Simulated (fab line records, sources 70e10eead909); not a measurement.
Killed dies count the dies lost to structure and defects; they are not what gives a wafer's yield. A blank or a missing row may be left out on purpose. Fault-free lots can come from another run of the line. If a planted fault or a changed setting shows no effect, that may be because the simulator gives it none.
A lot that was struck, set against a sound lot || flow nand_harc || 15 steps out of a route of 1302
Sound: these wafers, L711.1, L711.3, L711.4. Struck: wafer L724.4 (L724.2, L724.6, from the same lot, were not struck and are left out); the cause is given at the end.
Per side, at each step with rows, come the tool, then ch with its chambers, and then its first start. Under that, the readings that differ: sound wafers || struck wafers || difference of the means || sigmas: that difference in standard deviations of wafers without a fault.
alike: a reading whose means differ by less than 2 such deviations, as well as words and numbers matching on both sides. not compared: withheld readings; readings where some wafer has no value; bounds like >300 that might hide an equal value; numbers whose values overlap and for which the record gives no deviation.
A row with sigmas, a row that says differs or no value, or rows on one side alone: a step with any of these is where the two part. When numbers do not overlap yet have no deviation, they are printed without sigmas and do not part them. Lack of a reading on every wafer of one side parts them only where that side has two or more wafers.

first, 7 steps without rows for these wafers: NHARC_A_CONTACT_COAT_35 (time 65 s); NHARC_A_CONTACT_COAT_36 (resist thk 90 nm); NHARC_A_CONTACT_SOFTBAKE_37 (time 55 s); NHARC_A_CONTACT_EBR_38; NHARC_A_CONTACT_EXPOSE_39 (exposes mask A CC 3); NHARC_A_CONTACT_PEB_40 (peb time 65 s); NHARC_A_CONTACT_DEVELOP_41 (develop time 35 s).
NHARC_A_CONTACT_CD_MEAS_42: target cd 300 nm.
  sound on cd_sem-01 ch 0, day 21 18:11; struck on cd_sem-01 ch 0, day 27 12:15
  alike: cd_nm
NHARC_A_CONTACT_OVL_MEAS_43:
  sound: overlay-02 at day 21 18:17; struck: overlay-02 at day 27 12:20
  alike: overlay_x_nm, overlay_y_nm
NHARC_A_CONTACT_INSPECT_44:
  sound: defect_inspect-01 at day 21 18:19; struck: defect_inspect-01 at day 27 12:23
  alike: raw_defect_count
NHARC_A_CONTACT_DESCUM_47: chemistry O2, time 3 s.
  sound on rie_diel-13 ch 0,2,3, day 21 18:23; struck on rie_diel-12 ch 3, day 27 12:26
  alike: drypump_motor_current_A, oes_product_au, rf_vpp_V, showerhead_plenum_p_Torr, throttle_valve_pct
  not compared: rf_hours_counter_h
NHARC_A_CONTACT_ETCH_48: etches the open film in CF4, target depth 39 nm, time 65 s.
  sound on rie_diel-13 ch 0,2, day 21 18:29; struck on rie_diel-12 ch 0, day 27 12:31
{"reading": "oes_product_au (a.u.)", "sound": "1.011 0.997 0.989", "struck": 1.016, "difference": "+0.017", "sigmas": "+2"}
{"reading": "showerhead_plenum_p_Torr (Torr)", "sound": "1.64 1.74 1.74", "struck": 1.91, "difference": "+0.20", "sigmas": "+3"}
  alike: bias_w, drypump_motor_current_A, rf_vpp_V, run_length_s, throttle_valve_pct
  not compared: rf_hours_counter_h
NHARC_A_CONTACT_ETCH_49: etches the open film in N2/H2, target depth 260 nm, time 475.3 s.
  sound on rie_diel-13 ch 0,2,3, day 21 18:35; struck on rie_diel-12 ch 0, day 27 12:37
{"reading": "oes_product_au (a.u.)", "sound": "0.984 0.982 0.997", "struck": 1.011, "difference": "+0.023", "sigmas": "+3"}
{"reading": "rf_vpp_V (V)", "sound": "427.1 428.7 425.2", "struck": 434.7, "difference": "+7.7", "sigmas": "+3"}
{"reading": "run_length_s (s)", "sound": "496.5 497.5 496.2", "struck": 330.2, "difference": -166.5, "sigmas": "-99 or more"}
{"reading": "showerhead_plenum_p_Torr (Torr)", "sound": "1.95 2.00 1.87", "struck": 2.22, "difference": "+0.28", "sigmas": "+3"}
  alike: drypump_motor_current_A, throttle_valve_pct
  not compared: bias_w, rf_hours_counter_h
NHARC_A_CONTACT_ETCH_50: etches the open film in CF4/CHF3, target depth 121 nm, time 60.5 s.
  sound on rie_diel-13 ch 0,3; struck on rie_diel-12 ch 2
{"reading": "oes_product_au (a.u.)", "sound": "0.926 0.914 0.921", "struck": 0.975, "difference": "+0.055", "sigmas": "+2"}
  alike: bias_w, drypump_motor_current_A, rf_vpp_V, run_length_s, showerhead_plenum_p_Torr, throttle_valve_pct
  not compared: rf_hours_counter_h
-- record jumps: 3 days between struck wafers' starts before vs after; left off in module A_CONTACT, resumes in module END, first step shown is number 1302 of the route --
NHARC_END_SORT_01:
  sound on prober-01 ch 0, day 24 21:29; struck on prober-01 ch 0, day 30 12:16
{"reading": "hold", "sound": "- - -", "struck": "await_dispo/4.6h/release", "difference": "no value on the sound wafers", "sigmas": ""}
{"reading": "killed_at_array", "sound": "61 40 60", "struck": 676, "difference": "+622", "sigmas": "+35"}
{"reading": "killed_dies", "sound": "69 42 66", "struck": 677, "difference": "+618", "sigmas": "+34"}
{"reading": "killed_short", "sound": "2 3 1", "struck": 6, "difference": "+4", "sigmas": "+2"}
  alike: killed_at_other, killed_at_periphery, killed_open

## WHERE THEY PART
Earliest at NHARC_A_CONTACT_ETCH_48; latest, in this record, at NHARC_END_SORT_01.

WHY: what had been put in by the simulator
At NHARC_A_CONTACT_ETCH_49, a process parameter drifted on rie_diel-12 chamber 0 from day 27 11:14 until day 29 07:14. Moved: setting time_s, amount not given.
